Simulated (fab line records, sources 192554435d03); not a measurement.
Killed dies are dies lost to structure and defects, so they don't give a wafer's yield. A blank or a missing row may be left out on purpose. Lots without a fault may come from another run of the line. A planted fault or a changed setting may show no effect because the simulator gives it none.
A struck lot beside a sound one | flow n5_finfet | 14 steps out of a route of 1938
Sound: wafers L289.1, L289.2, L289.4. Struck: wafers L286.2, L286.3, L286.5. The cause comes at the end.
At each step with rows: each side's tool, then ch and its chambers, then its first start. Under that, the readings that differ: sound wafers | struck wafers | difference of the means | sigmas: that difference in standard deviations of wafers without a fault.
alike: readings whose means differ by less than 2 such deviations, and words and numbers that are the same on both sides. not compared: withheld readings, readings that some wafer has no value for, bounds like >300 that may hide the same value, and numbers for which the record gives no deviation and whose values overlap.
The two part at a step that has a row with sigmas, a row that says differs or no value, or rows on one side only. Numbers that don't overlap but have no deviation are shown without sigmas and don't part them. A reading that every wafer of one side lacks parts them only if that side has two wafers or more.

N5_BEOL_M7_ILD_DEP_00: deposits SiCOH lowk from DEMS/porogen, target thk 179.75 nm, time 33.4 s.
  sound on pecvd-01 ch 0,1,2, day 13 22:43; struck on pecvd-01 ch 1,2, day 12 21:04
  alike: heater_power_w, showerhead_plenum_p_Torr, throttle_valve_pct
N5_BEOL_M7_CURE_74: cures SiCOH lowk, time 240 s.
  sound on uv_cure-01 ch 0, day 13 23:01; struck on uv_cure-01 ch 2, day 12 21:26
  alike: lamp_power_pct, wafer_temp_C_max
N5_BEOL_M7_THK_MEAS_01:
  sound on film_metro-01, day 14 00:01; struck on film_metro-02, day 12 23:05
  alike: M7_ILD_THK
N5_BEOL_M7_PECVD_70: deposits SiO2 from TEOS/O2, target thk 20 nm, time 22.7 s.
  sound on pecvd-04 ch 0,1, day 14 00:02; struck on pecvd-01 ch 0,1,2, day 12 23:07
  alike: heater_power_w, showerhead_plenum_p_Torr, throttle_valve_pct
N5_BEOL_M7_HM_DEP_02: deposits TiN, target thk 20 nm.
  sound on pvd_sputter-01, day 14 02:46; struck on pvd_sputter-03, day 12 23:25
  alike: throttle_valve_pct
then, 7 steps without rows for these wafers: N5_BEOL_M7_COAT_59 (time 60 s, resist thk 100 nm); N5_BEOL_M7_COAT_60 (time 60 s, resist thk 35 nm); N5_BEOL_M7_COAT_05 (resist thk 90 nm); N5_BEOL_M7_EBR_07; N5_BEOL_M7_SOFTBAKE_06 (time 60 s); N5_BEOL_M7_EXPOSE_08 (exposes mask M7); N5_BEOL_M7_PEB_09 (peb time 60 s).
N5_BEOL_M7_DEVELOP_10: develop time 30 s.
  sound on litho_track-03 ch 0, day 14 04:29; struck on litho_track-05, day 12 23:44
  no value came back on the struck wafers for chill_plate_temp_C (C), develop_time_s (s); on the sound wafers chill_plate_temp_C (C) reads 23.00 22.99 22.96
  reading                                      | sound          | struck       | difference | sigmas
  model.CAR-ArF_of_BEOL_M7_COAT_05.thk_nm (nm) | 88.2 88.2 88.2 | 90 89.8 90.2 | +2         |
N5_BEOL_M7_CD_MEAS_11: target cd 38.5 nm.
  sound on cd_sem-01 ch 0, day 14 04:32; struck on cd_sem-03 ch 0, day 12 23:47
  reading    | sound          | struck | difference                    | sigmas
  cd_nm (nm) | 37.8 37.5 38.4 | - - -  | no value on the struck wafers |

WHERE THEY PART
First at N5_BEOL_M7_DEVELOP_10; last, within this record, at N5_BEOL_M7_CD_MEAS_11.

WHY: what the simulator had put in
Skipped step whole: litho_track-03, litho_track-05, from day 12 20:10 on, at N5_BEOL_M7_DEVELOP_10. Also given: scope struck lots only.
